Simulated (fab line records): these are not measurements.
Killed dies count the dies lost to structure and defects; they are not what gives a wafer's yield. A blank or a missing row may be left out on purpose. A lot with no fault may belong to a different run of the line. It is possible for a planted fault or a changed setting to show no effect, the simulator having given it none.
Split-lot experiment    flow n5 finfet    on a route of 1938 steps: 7 lots, 21 wafers read

== THE SPLIT ==
At N5_FIN_SAQP_PEB_14 (peb time 60 s), the setting peb time s was moved away from the recipe's 60 s on 3 of the 21 wafers read, by -19.0% to +18.2%. The other wafers ran this setting at the recipe's value.

== BETWEEN THE SPLIT AND THE READING: the file shows 1 step in between ==
- N5_FIN_SAQP_DEVELOP_15: develop time 30 s (also split here: develop time s)

== THE READING ==
Shown in nm: cd nm at N5_FIN_SAQP_CD_MEAS_16, with target cd 35.6 nm. On this fab line, fault-free wafers typically give 35.5 nm with a standard deviation of 0.34 nm.

wafer   tool, chamber at the split  peb time s as run, s  against the recipe  cd nm, nm  against lot-mates on the recipe
L075.1  litho track-04, 0           60                    recipe              36.1       -
L075.2  litho track-04, 0           60                    recipe              36.0       -
L075.3  litho track-04, 0           60                    recipe              35.8       -
L076.3  litho track-04, 0           60                    recipe              35.6       -
L076.4  litho track-04, 0           60                    recipe              34.9       -
L076.6  litho track-04, 0           49.1                  -18.2%              37.9       +2.6
L081.1  litho track-03, 0           60                    recipe              35.3       -
L081.2  litho track-03, 0           60                    recipe              35.4       -
L081.3  litho track-03, 0           60                    recipe              35.6       -
L083.1  litho track-01, 0           70.94                 +18.2%              33.2       -2.4
L083.2  litho track-01, 0           60                    recipe              35.6       -
L083.3  litho track-01, 0           60                    recipe              35.6       -
L086.3  litho track-03, 0           60                    recipe              36.4       -
L086.4  litho track-03, 0           60                    recipe              35.1       -
L086.6  litho track-03, 0           60                    recipe              36.3       -
L089.1  litho track-04, 0           60                    recipe              36.0       -
L089.3  litho track-04, 0           60                    recipe              35.4       -
L089.4  litho track-04, 0           60                    recipe              36.2       -
L090.4  litho track-04, 0           60                    recipe              35.4       -
L090.5  litho track-04, 0           48.59                 -19.0%              38.1       +2.5
L090.6  litho track-04, 0           60                    recipe              35.9       -

FIT RESULTS
A straight line over all 21 wafers: cd nm changes by -0.128 nm for each +1% of peb time s; r = -0.92; the points scatter about the line by 0.4 nm.
The same after taking each lot's own level away (the mean of its wafers on the recipe; 21 wafers): -0.135 nm for each +1%; r = -0.95; scatter 0.32 nm.
Per that fit: largest peb time s move, reading shift of 2.6 nm.
Across the lots, their own levels run from 35.25 to 35.97 nm, a range of 2.1 times the standard deviation given above.
So the lot-to-lot level changes the slope little: the two slopes agree.
Check: with one of the wafers moved furthest among these (-19.0%) left out of the fit, the line predicts +2.65 nm for it against its lot-mates. Against them it came out at +2.45 nm.

== THE OTHER SPLITS THESE WAFERS WENT THROUGH ==
These wafers also went through other splits before the reading. Each is held against what the fit with the lots' levels taken away leaves over:
other split on the same wafers         wafers away from the commonest value  r with cd nm (lot level and that fit taken away)
N5_WELL_APT_PEB_06 peb time s          8                                     +0.29
N5_FIN_SAQP_DEVELOP_15 develop time s  5                                     -0.32

== FILE'S OWN FIT ==
cd nm changes by -0.135 nm for each +1% of peb time s, r = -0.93.
